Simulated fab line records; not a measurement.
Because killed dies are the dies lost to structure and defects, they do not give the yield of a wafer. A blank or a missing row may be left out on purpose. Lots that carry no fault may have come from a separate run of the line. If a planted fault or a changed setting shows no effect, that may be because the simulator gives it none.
fab line records	flow n5-finfet
record: lots: 7	wafers: 39
route steps=1938 shown STI_FIN_REVEAL@196 DUMMY_GATE@243 HKMG_FIN@438 MOL_CONTACT_COAG@616
start-h: hours from the record's first day to the start of the lot's first wafer shown	wait-h: time in hours since the lot's previous step	" unchanged from the row above	L1.1+2: several wafers, shown together as one row	- no value, or no start was given	* or withheld: withheld	< > ~ a bound
route shown NAME@n: names a module that has steps shown in the file, with the first one's number in the route	usual: mean/standard deviation of fault-free wafers	same: alike in all rows	chamber/n: place in a boat	sites: the reading at each site	_std_site: standard deviation across them	_edge_site: outer sites' mean less inner sites'	radius-mm: how far each site lies from the wafer's centre	mask NAME#n: copy n	behind: the last tool/chamber to shape the wafer	hold: cause of the lot's hold/its duration in hours/its outcome	device: names the non-switching transistor (n, p or np)	end of line: at the end of the route, the tests of the same wafers	where a step has no rows: the recipe by itself	killed: count of dies lost to structure and defects at first sort (not the wafer's yield)	map: shows each die of a wafer: x if killed, . if not, _ if none is there
set.NAME: the setting the step ran with; set.NAME@STEP: the setting that earlier step ran with	model.NAME: the simulator's own value behind a step, which no gauge read
lots run with intentionally changed settings; tables by step, rows by wafer
== steps ==
step: N5_STI_FIN_REVEAL_RECESS_09
recipe: chemistry: HF/NH3	target: SiO2	afs-cycles: 11	target-depth-a: 425	temp-c: 30	sublimation-temp-c: 180	sublimation-time-s: 60
lot.wafer	tool	chamber	start-h	wait-h	set.target-depth-a
L077.1+3+6	vapor-etch-02	0	52.91	0.0	411.2
L077.2+4+5	"	1	"	"	425
L080.1+2+5	vapor-etch-01	0,1,0	69.16	0.0	425
L088.1+2+3+4+5+6	vapor-etch-02	1,0,1,0,0,1	117.70	0.0	425
L090.1+2+3+4+5+6	vapor-etch-01	0,1,1,0,1,0	130.99	0.0	425
L092.1+4+5	vapor-etch-01	0,1,1	141.77	0.0	440.8
L092.2+3+6	"	1,0,0	"	"	425
L093.1+2+3+4+5+6	vapor-etch-02	0,1,1,0,1,0	149.14	0.0	425
L094.1+2+5	vapor-etch-02	0,1,1	153.63	0.0	443.9
L094.3+4+6	"	1,0,0	"	"	425
step: N5_STI_FIN_REVEAL_STRIP_16
recipe: chemistry: H3PO4	material: SiNx	temp-c: 165	target-depth-a: 238	overetch-fraction: 0.4964	dry: ipa-marangoni
step: N5_STI_FIN_REVEAL_PRECLEAN_17
recipe: chemistry: NF3:NH3	afs-cycles: 1	temp-c: 30	time-s: 20	sublimation-temp-c: 180	sublimation-time-s: 60	pressure-torr: 3	rf-power-w: 30
step: N5_STI_FIN_REVEAL_SRD_23
recipe: dry: ipa-marangoni	time-s: 30	temp-c: 23	rinse-liquid: diw
step: N5_STI_FIN_REVEAL_FIN_H_MEAS_10
usual: trench-depth-nm: 51.9/0.76
lot.wafer	tool	chamber	start-h	wait-h	set.target-depth-a@STI_FIN_REVEAL_RECESS_09	trench-depth-nm
L077.1	ocd-02	-	55.63	0.0	411.2	51.0
L077.2	"	-	"	"	425	52.8
L077.3	"	-	"	"	411.2	51.5
L077.4	"	-	"	"	425	53.2
L077.5	"	-	"	"	425	53.1
L077.6	"	-	"	"	411.2	51.3
L080.1	ocd-02	-	71.88	0.0	425	53.3
L080.2	"	-	"	"	425	52.3
L080.5	"	-	"	"	425	53.4
L088.1	ocd-02	-	120.41	0.0	425	51.6
L088.2	"	-	"	"	425	51.2
L088.3	"	-	"	"	425	51.3
L088.4	"	-	"	"	425	51.8
L088.5	"	-	"	"	425	51.0
L088.6	"	-	"	"	425	52.1
L090.1	ocd-02	-	133.70	0.0	425	51.8
L090.2	"	-	"	"	425	51.8
L090.3	"	-	"	"	425	51.3
L090.4	"	-	"	"	425	51.8
L090.5	"	-	"	"	425	50.9
L090.6	"	-	"	"	425	50.6
L092.1	ocd-01	-	144.47	0.0	440.8	53.8
L092.2	"	-	"	"	425	52.5
L092.3	"	-	"	"	425	52.8
L092.4	"	-	"	"	440.8	54.0
L092.5	"	-	"	"	440.8	54.3
L092.6	"	-	"	"	425	52.2
L093.1	ocd-02	-	151.84	0.0	425	52.5
L093.2	"	-	"	"	425	52.5
L093.3	"	-	"	"	425	52.3
L093.4	"	-	"	"	425	51.8
L093.5	"	-	"	"	425	52.7
L093.6	"	-	"	"	425	52.7
L094.1	ocd-02	-	156.32	0.0	443.9	53.4
L094.2	"	-	"	"	443.9	53.8
L094.3	"	-	"	"	425	51.6
L094.4	"	-	"	"	425	52.1
L094.5	"	-	"	"	443.9	54.3
L094.6	"	-	"	"	425	51.3
step: N5_DUMMY_GATE_ETCH_31
recipe: chemistry: C4F6/O2	target: SiO2	mask-material: SOC	target-depth-a: 825	time-s: 27.5	ion-energy-ev: 250	pressure-mtorr: 30	source-w: 345	bias-w: 185	Ar_flow_sccm: 300	C4F6_flow_sccm: 10	O2_flow_sccm: 10
lot.wafer	tool	chamber	start-h	wait-h	set.target-depth-a	model.etch.depth-nm	model.SOC_of_DUMMY_GATE_COAT_34.thk-nm
L077.1	rie-diel-02	3	66.90	0.0	825	83.31	51.6
L077.2	"	2	"	"	892.8	87.94	51.2
L077.3	"	1	"	"	892.8	89.2	51
L077.4	"	0	"	"	892.8	89.56	51
L077.5	"	2	"	"	825	80.84	51.8
L077.6	"	3	"	"	825	83.06	51.6
L080.1	rie-diel-06	0	81.10	0.0	825	81.16	52
L080.2	"	1	"	"	825	82.89	51.6
L080.5	"	1	"	"	825	82.79	51.6
L088.1	rie-diel-02	2	129.89	0.0	869.1	86.99	51.4
L088.2	"	0	"	"	869.1	88.01	51.2
L088.3	"	1	"	"	825	83.26	51.6
L088.4	"	0	"	"	825	82.98	51.8
L088.5	"	1	"	"	825	82.93	51.8
L088.6	"	2	"	"	869.1	86.69	51.6
L090.1	rie-diel-06	0	143.00	0.0	825	80.92	52
L090.2	"	1	"	"	825	82.68	52
L090.3	"	3	"	"	912.5	90.18	51
L090.4	"	2	"	"	825	82.72	51.8
L090.5	"	3	"	"	912.5	90.38	51
L090.6	"	2	"	"	912.5	91.6	51
L092.1	rie-diel-01	2	153.96	0.1	825	81.8	51.6
L092.2	"	3	"	"	825	82.61	51.4
L092.3	"	0	"	"	825	83	51.6
L092.4	"	1	"	"	825	81.63	51.8
L092.5	"	1	"	"	825	81.87	51.6
L092.6	"	0	"	"	825	82.15	51.6
L093.1	rie-diel-01	1	161.31	0.1	825	81.9	51.8
L093.2	"	0	"	"	825	82.76	51.8
L093.3	"	2	"	"	858.1	84.9	51.4
L093.4	"	3	"	"	858.1	86.93	51.4
L093.5	"	1	"	"	858.1	84.4	51.6
L093.6	"	2	"	"	825	81.81	51.8
L094.1	rie-diel-06	3	166.01	0.0	825	81.06	52
L094.2	"	1	"	"	903.2	89.44	51.2
L094.3	"	2	"	"	825	82.03	52
L094.4	"	3	"	"	903.2	89.18	51.2
L094.5	"	2	"	"	903.2	90.15	51.2
L094.6	"	1	"	"	825	82.08	52
step: N5_DUMMY_GATE_ETCH_32
recipe: chemistry: CF4	target: SiO2	target-depth-a: 35	time-s: 3.9	ion-energy-ev: 350	pressure-mtorr: 10	icp-w: 800	bias-w: 400	cf4-flow-sccm: 80
lot.wafer	tool	chamber	start-h	wait-h	set.time-s	model.etch.depth-nm
L077.1	rie-si-03	1	67.14	0.1	4.352	3.849
L077.2	"	2	"	"	3.9	3.52
L077.3	"	0	"	"	4.352	3.923
L077.4	"	3	"	"	4.352	3.895
L077.5	"	2	"	"	3.9	3.516
L077.6	"	1	"	"	3.9	3.456
L080.1	rie-si-01	3	81.34	0.1	3.9	3.454
L080.2	"	2	"	"	3.9	3.519
L080.5	"	3	"	"	3.9	3.46
L088.1	rie-si-04	3	130.14	0.1	3.9	3.481
L088.2	"	2	"	"	3.433	3.097
L088.3	"	0	"	"	3.433	3.116
L088.4	"	1	"	"	3.9	3.538
L088.5	"	2	"	"	3.9	3.526
L088.6	"	3	"	"	3.433	3.085
L090.1	rie-si-04	0	143.24	0.1	3.9	3.508
L090.2	"	3	"	"	4.757	4.218
L090.3	"	1	"	"	3.9	3.484
L090.4	"	2	"	"	4.757	4.283
L090.5	"	3	"	"	3.9	3.475
L090.6	"	0	"	"	4.757	4.289
L092.1	rie-si-01	3	154.21	0.1	3.9	3.461
L092.2	"	1	"	"	3.9	3.525
L092.3	"	0	"	"	4.16	3.802
L092.4	"	2	"	"	4.16	3.779
L092.5	"	2	"	"	4.16	3.759
L092.6	"	1	"	"	3.9	3.497
L093.1	rie-si-03	1	161.56	0.1	3.9	3.452
L093.2	"	3	"	"	3.9	3.499
L093.3	"	0	"	"	3.9	3.486
L093.4	"	1	"	"	3.9	3.448
L093.5	"	0	"	"	3.9	3.489
L093.6	"	3	"	"	3.9	3.511
L094.1	rie-si-01	0	166.26	0.1	3.232	2.983
L094.2	"	1	"	"	3.9	3.516
L094.3	"	3	"	"	3.9	3.497
L094.4	"	2	"	"	3.232	2.995
L094.5	"	0	"	"	3.9	3.629
L094.6	"	1	"	"	3.232	2.928
step: N5_DUMMY_GATE_ETCH_42
recipe: chemistry: CHF3/O2	target: SiO2	target-depth-a: 35	time-s: 31	ion-energy-ev: 30	bias-w: 12	pressure-mtorr: 30	source-w: 600	Ar_flow_sccm: 200	CHF3_flow_sccm: 50	O2_flow_sccm: 5
usual: rf-vpp-V: 42.4/0.88
lot.wafer	tool	chamber	start-h	wait-h	set.bias-w	rf-vpp-V
L077.1	rie-diel-01	2	67.62	0.3	10.02	36.6
L077.2	"	0	"	"	10.02	36.4
L077.3	"	3	"	"	10.02	35.5
L077.4	"	1	"	"	12	42.7
L077.5	"	0	"	"	12	42.3
L077.6	"	1	"	"	12	41.6
L080.1	rie-diel-06	2	81.59	0.0	12	40.9
L080.2	"	1	"	"	12	43.7
L080.5	"	2	"	"	12	42.2
L088.1	rie-diel-02	0	130.39	0.0	10.34	38.4
L088.2	"	1	"	"	12	42.8
L088.3	"	2	"	"	10.34	38.6
L088.4	"	0	"	"	12	42.4
L088.5	"	2	"	"	12	42.6
L088.6	"	1	"	"	10.34	38.4
L090.1	rie-diel-02	2	143.61	0.2	12	42.5
L090.2	"	3	"	"	10.8	39.1
L090.3	"	1	"	"	10.8	39.2
L090.4	"	0	"	"	12	42.9
L090.5	"	1	"	"	10.8	39.6
L090.6	"	0	"	"	12	41.4
L092.1	rie-diel-02	2	154.47	0.1	12	42.3
L092.2	"	1	"	"	12.68	41.7
L092.3	"	0	"	"	12.68	44.0
L092.4	"	3	"	"	12	43.3
L092.5	"	2	"	"	12.68	44.2
L092.6	"	1	"	"	12	41.8
L093.1	rie-diel-01	0	161.80	0.0	12	43.2
L093.2	"	2	"	"	12	41.7
L093.3	"	3	"	"	14.07	47.3
L093.4	"	1	"	"	14.07	47.7
L093.5	"	0	"	"	12	42.3
L093.6	"	3	"	"	14.07	48.0
L094.1	rie-diel-06	3	166.51	0.0	13.67	46.8
L094.2	"	2	"	"	12	43.4
L094.3	"	1	"	"	12	41.6
L094.4	"	2	"	"	12	40.5
L094.5	"	3	"	"	13.67	44.5
L094.6	"	1	"	"	13.67	45.5
step: N5_HKMG_FIN_ETCH_35
recipe: chemistry: N2/H2	target: SOC	target-depth-a: 2158	ion-energy-ev: 65	bias-w: 5	source-w: 3000	time-s: 243.4	pressure-mtorr: 30	n2-flow-sccm: 200	h2-flow-sccm: 200
usual: rf-vpp-V: 141.6/1.1
lot.wafer	tool	chamber	start-h	wait-h	set.bias-w	rf-vpp-V	model.SOC_of_HKMG_FIN_COAT_29.thk-nm	model.HKMG_FIN.feature-depth-nm	model.etch.depth-nm
L077.1	rie-diel-03	0	94.87	0.0	5	142.8	82.8	216.4	216.5
L077.2	"	1	"	"	5.841	156.8	74	225.2	225.1
L077.3	"	2	"	"	5	143.7	86.4	214	214
L077.4	"	3	"	"	5.841	157.5	67	233	233
L077.5	"	2	"	"	5	141.8	89.6	211.4	211.3
L077.6	"	1	"	"	5.841	155.8	75.2	224.6	224.7
L080.1	rie-diel-05	0	108.75	0.0	5	141.0	85.2	214.2	214.2
L080.2	"	1	"	"	5	141.7	91.2	208.6	208.5
L080.5	"	0	"	"	5	140.7	85.4	214.4	214.3
L088.1	rie-diel-03	1	159.29	0.0	5	140.7	84.8	216.6	216.5
L088.2	"	3	"	"	5	141.9	85.2	216.6	216.6
L088.3	"	2	"	"	5	140.6	89.8	211.4	211.3
L088.4	"	0	"	"	5	140.5	82.8	218.6	218.6
L088.5	"	2	"	"	5	142.0	92	210.6	210.5
L088.6	"	3	"	"	5	141.8	84.8	216.8	216.9
L090.1	rie-diel-04	0	170.88	0.0	4.655	135.7	91	209	209
L090.2	"	1	"	"	4.655	134.8	92.8	208.2	208.2
L090.3	"	3	"	"	4.655	134.1	99	201.4	201.5
L090.4	"	3	"	"	5	139.2	91.2	209.8	209.8
L090.5	"	1	"	"	5	142.8	84.8	215.8	215.7
L090.6	"	0	"	"	5	143.2	85.2	215.4	215.4
L092.1	rie-diel-04	2	181.82	0.0	5	141.8	81	219.6	219.6
L092.2	"	1	"	"	5	140.9	83.8	217.6	217.7
L092.3	"	3	"	"	5	140.0	88.4	212.2	212.2
L092.4	"	2	"	"	4.077	124.8	100.4	200.8	200.8
L092.5	"	1	"	"	4.077	125.4	101.6	198.6	198.6
L092.6	"	3	"	"	4.077	124.1	107	194.2	194.2
L093.1	rie-diel-05	0	188.52	0.0	5	141.3	85.2	215	215
L093.2	"	2	"	"	5	140.9	83.6	217.2	217.3
L093.3	"	3	"	"	5	143.6	87.6	213	213
L093.4	"	3	"	"	5	140.7	89.6	211	211
L093.5	"	2	"	"	5	141.4	84.4	217	217.1
L093.6	"	0	"	"	5	141.4	83.4	217.4	217.5
L094.1	rie-diel-03	3	195.57	0.0	5.544	151.4	75.8	225.8	225.8
L094.2	"	0	"	"	5	141.2	85.4	217	216.9
L094.3	"	2	"	"	5.544	153.8	79.2	221.6	221.7
L094.4	"	1	"	"	5.544	151.7	73.4	228.2	228.2
L094.5	"	1	"	"	5	140.5	86.8	215	215
L094.6	"	0	"	"	5	142.5	84.4	217.6	217.5
step: N5_HKMG_FIN_STRIP_92
recipe: chemistry: N2/H2	material: SOC	time-s: 20	power-w: 500	temp-c: 40	pressure-mtorr: 50	rf-frequency-hz: 6e+07	bias-power-w: 8	h2-frac: 0.5	n2-flow-sccm: 300	h2-flow-sccm: 300
lot.wafer	tool	chamber	start-h	wait-h	set.bias-w@HKMG_FIN_ETCH_35	model.SOC_of_HKMG_FIN_COAT_29.thk-nm
L077.1	rie-diel-03	0	95.01	0.1	5	72.4
L077.2	"	1	"	"	5.841	64
L077.3	"	2	"	"	5	76.2
L077.4	"	3	"	"	5.841	56.8
L077.5	"	2	"	"	5	79.6
L077.6	"	1	"	"	5.841	65.2
L080.1	rie-diel-05	0	108.90	0.1	5	75
L080.2	"	1	"	"	5	81.4
L080.5	"	0	"	"	5	75.4
L088.1	rie-diel-03	1	159.44	0.1	5	74.4
L088.2	"	3	"	"	5	74.8
L088.3	"	2	"	"	5	79.8
L088.4	"	0	"	"	5	72.4
L088.5	"	2	"	"	5	82.2
L088.6	"	3	"	"	5	74.6
L090.1	rie-diel-04	0	171.03	0.1	4.655	80.8
L090.2	"	1	"	"	4.655	82.6
L090.3	"	3	"	"	4.655	89.2
L090.4	"	3	"	"	5	81.4
L090.5	"	1	"	"	5	74.6
L090.6	"	0	"	"	5	75
L092.1	rie-diel-04	2	181.97	0.1	5	70.6
L092.2	"	1	"	"	5	73.4
L092.3	"	3	"	"	5	78.6
L092.4	"	2	"	"	4.077	90
L092.5	"	1	"	"	4.077	91.4
L092.6	"	3	"	"	4.077	97
L093.1	rie-diel-05	0	188.66	0.1	5	74.8
L093.2+6	"	2,0	"	"	5	73.2
L093.3	"	3	"	"	5	77.4
L093.4	"	3	"	"	5	79.6
L093.5	"	2	"	"	5	74
L094.1	rie-diel-03	3	195.72	0.1	5.544	65.8
L094.2	"	0	"	"	5	75
L094.3	"	2	"	"	5.544	69.4
L094.4	"	1	"	"	5.544	63.4
L094.5	"	1	"	"	5	76.8
L094.6	"	0	"	"	5	74.4
step: N5_MOL_CONTACT_COAG_ETCH_124
recipe: chemistry: CH3F/O2	target: SiNx	target-depth-a: 65	mask-material: SOC	stop-on: SiOC	over-etch-frac: 0.3	ion-energy-ev: 120	pressure-mtorr: 30	source-w: 395	bias-w: 73	Ar_flow_sccm: 150	CH3F_flow_sccm: 30	O2_flow_sccm: 20	ends: end-point
usual: rf-vpp-V: 298/3.9
lot.wafer	tool	chamber	start-h	wait-h	set.bias-w	rf-vpp-V
L077.1	rie-diel-05	0	120.89	0.0	73	300
L077.2	"	3	"	"	79.61	324
L077.3	"	1	"	"	79.61	322
L077.4	"	2	"	"	73	294
L077.5	"	0	"	"	79.61	321
L077.6	"	1	"	"	73	300
L080.1	rie-diel-05	2	132.83	0.0	73	294
L080.2	"	3	"	"	73	302
L080.5	"	2	"	"	73	292
L088.1	rie-diel-05	3	189.74	0.0	81.48	330
L088.2	"	2	"	"	81.48	319
L088.3	"	3	"	"	73	302
L088.4	"	2	"	"	81.48	321
L088.5	"	3	"	"	73	302
L088.6	"	2	"	"	73	294
L090.1	rie-diel-05	2	196.08	0.0	73	292
L090.2	"	3	"	"	73	303
L090.3	"	3	"	"	58.99	254
L090.4	"	2	"	"	73	293
L090.5	"	2	"	"	58.99	244
L090.6	"	3	"	"	58.99	255
L092.1	rie-diel-04	2	208.24	0.0	76.92	307
L092.2	"	0	"	"	73	302
L092.3	"	3	"	"	76.92	312
L092.4	"	1	"	"	76.92	308
L092.5	"	3	"	"	73	299
L092.6	"	2	"	"	73	291
L093.1	rie-diel-05	0	211.74	0.0	65.33	274
L093.2	"	1	"	"	73	300
L093.3	"	2	"	"	73	291
L093.4	"	1	"	"	65.33	274
L093.5	"	2	"	"	73	292
L093.6	"	0	"	"	65.33	274
L094.1	rie-diel-04	0	219.80	0.0	73	303
L094.2	"	2	"	"	73	291
L094.3	"	1	"	"	73	295
L094.4	"	3	"	"	73	298
L094.5	"	1	"	"	73	296
L094.6	"	2	"	"	73	292
== key ==
split: step: N5_STI_FIN_REVEAL_RECESS_09	setting: target-depth-a	stated: 425	by: wafer
response: step: N5_STI_FIN_REVEAL_FIN_H_MEAS_10	reading: trench-depth-nm	change: +0.476	per: 1%	r: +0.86
split: step: N5_DUMMY_GATE_ETCH_31	setting: target-depth-a	stated: 825	by: wafer
response: step: N5_DUMMY_GATE_ETCH_31	reading: model.etch.depth-nm	change: +0.81	per: 1%	r: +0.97
response: step: N5_DUMMY_GATE_ETCH_31	reading: model.SOC_of_DUMMY_GATE_COAT_34.thk-nm	change: -0.0812	per: 1%	r: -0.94
split: step: N5_DUMMY_GATE_ETCH_32	setting: time-s	stated: 3.9	by: wafer
response: step: N5_DUMMY_GATE_ETCH_32	reading: model.etch.depth-nm	change: +0.0349	per: 1%	r: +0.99
split: step: N5_DUMMY_GATE_ETCH_42	setting: bias-w	stated: 12	by: wafer
response: step: N5_DUMMY_GATE_ETCH_42	reading: rf-vpp-V	change: +0.307	per: 1%	r: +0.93
split: step: N5_HKMG_FIN_ETCH_35	setting: bias-w	stated: 5	by: wafer
response: step: N5_HKMG_FIN_ETCH_35	reading: rf-vpp-V	change: +0.883	per: 1%	r: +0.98
response: step: N5_HKMG_FIN_ETCH_35	reading: model.SOC_of_HKMG_FIN_COAT_29.thk-nm	change: -0.93	per: 1%	r: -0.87
response: step: N5_HKMG_FIN_ETCH_35	reading: model.HKMG_FIN.feature-depth-nm	change: +0.911	per: 1%	r: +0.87
response: step: N5_HKMG_FIN_ETCH_35	reading: model.etch.depth-nm	change: +0.913	per: 1%	r: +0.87
response: step: N5_HKMG_FIN_STRIP_92	reading: model.SOC_of_HKMG_FIN_COAT_29.thk-nm	change: -0.924	per: 1%	r: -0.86
split: step: N5_MOL_CONTACT_COAG_ETCH_124	setting: bias-w	stated: 73	by: wafer
response: step: N5_MOL_CONTACT_COAG_ETCH_124	reading: rf-vpp-V	change: +2.27	per: 1%	r: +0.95
